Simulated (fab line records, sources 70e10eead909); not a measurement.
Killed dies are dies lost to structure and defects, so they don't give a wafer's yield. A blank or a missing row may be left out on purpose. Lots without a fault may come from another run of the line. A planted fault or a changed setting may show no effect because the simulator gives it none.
A struck lot beside a sound one | flow nand_harc | 14 steps out of a route of 1302
Sound: wafers L699.3, L699.4, L699.6. Struck: wafers L711.1, L711.4, L711.5. The cause comes at the end.
At each step with rows: each side's tool, then ch and its chambers, then its first start. Under that, the readings that differ: sound wafers | struck wafers | difference of the means | sigmas: that difference in standard deviations of wafers without a fault.
alike: readings whose means differ by less than 2 such deviations, and words and numbers that are the same on both sides. not compared: withheld readings, readings that some wafer has no value for, bounds like >300 that may hide the same value, and numbers for which the record gives no deviation and whose values overlap.
The two part at a step that has a row with sigmas, a row that says differs or no value, or rows on one side only. Numbers that don't overlap but have no deviation are shown without sigmas and don't part them. A reading that every wafer of one side lacks parts them only if that side has two wafers or more.

first, 1 step without rows for these wafers: NHARC_A_M0_DEVELOP_08 (develop time 35 s).
NHARC_A_M0_CD_MEAS_09: target cd 80 nm.
  sound on cd_sem-03 ch 0, day 24 11:10; struck on cd_sem-02 ch 0, day 30 05:46
  alike: cd_nm
NHARC_A_M0_OVL_MEAS_10: pitch 160 nm.
  sound on overlay-02, day 24 11:15; struck on overlay-01, day 30 05:51
  reading           | sound          | struck      | difference | sigmas
  overlay_x_nm (nm) | -1.0 -1.6 -1.9 | 0.7 1.3 0.8 | +2.4       | +3
  alike: overlay_y_nm
NHARC_A_M0_INSPECT_11:
  sound on defect_inspect-01, day 24 11:17; struck on defect_inspect-02, day 30 05:53
  alike: raw_defect_count
NHARC_A_M0_DESCUM_14: chemistry O2, time 3 s.
  sound on rie_diel-02 ch 1,2,3, day 24 11:21; struck on rie_diel-09 ch 0,1,2, day 30 05:58
  alike: drypump_motor_current_A, oes_product_au, rf_vpp_V, showerhead_plenum_p_Torr, throttle_valve_pct
  not compared: rf_hours_counter_h
NHARC_A_M0_ETCH_34: etches the open film in N2/H2, target depth 40 nm, overetch 12 nm, time 43.94 s.
  sound on rie_diel-02 ch 1,2,3, day 24 11:26; struck on rie_diel-09 ch 1,2, day 30 06:02
  alike: drypump_motor_current_A, oes_product_au, rf_vpp_V, showerhead_plenum_p_Torr, throttle_valve_pct
  not compared: rf_hours_counter_h
NHARC_A_M0_ETCH_15: etches the open film in C4F8/Ar, target depth 150 nm, overetch 15 nm, time 82.5 s.
  sound on rie_diel-02 ch 0,1; struck on rie_diel-09 ch 1,3
  reading               | sound             | struck            | difference | sigmas
  oes_product_au (a.u.) | 0.917 0.922 0.929 | 0.970 0.975 0.972 | +0.050     | +2
  alike: rf_vpp_V
  not compared: rf_hours_counter_h
NHARC_A_M0_CD_MEAS_16:
  sound on cd_sem-03, day 24 11:39; struck on cd_sem-03, day 30 06:16
  alike: cd_nm
then, 2 steps without rows for these wafers: NHARC_A_M0_STRIP_18 (strips in N2/H2); NHARC_A_M0_STRIP_19 (strips in post etch residue remover, time 600 s).
NHARC_A_M0_DEGAS_28: time 60 s.
  sound on pvd_sputter-02, day 24 12:17; struck on pvd_sputter-02, day 30 06:53
  alike: heater_power_w
then, 1 step without rows for these wafers: NHARC_A_M0_PRE_CLEAN_29 (time 30 s).
NHARC_A_M0_PVD_20: deposits TaN, target thk 5 nm, time 8.06 s.
  sound on pvd_sputter-02, day 24 12:23; struck on pvd_sputter-02, day 30 06:59
  no value came back on the struck wafers for bias_v (V), cathode_dc_power_W (W), throttle_valve_pct (%); on the sound wafers bias_v (V) reads 166.9 170.6 169.3
NHARC_A_M0_PVD_21: deposits Cu, target thk 30 nm, time 20.49 s.
  sound on pvd_sputter-02; struck on pvd_sputter-02
  alike: cathode_dc_power_W, chamber_pressure_pa, throttle_valve_pct

WHERE THEY PART
First at NHARC_A_M0_OVL_MEAS_10; last, within this record, at NHARC_A_M0_PVD_20. Later steps at which nothing parts them and some readings are alike: NHARC_A_M0_PVD_21.

WHY: what the simulator had put in
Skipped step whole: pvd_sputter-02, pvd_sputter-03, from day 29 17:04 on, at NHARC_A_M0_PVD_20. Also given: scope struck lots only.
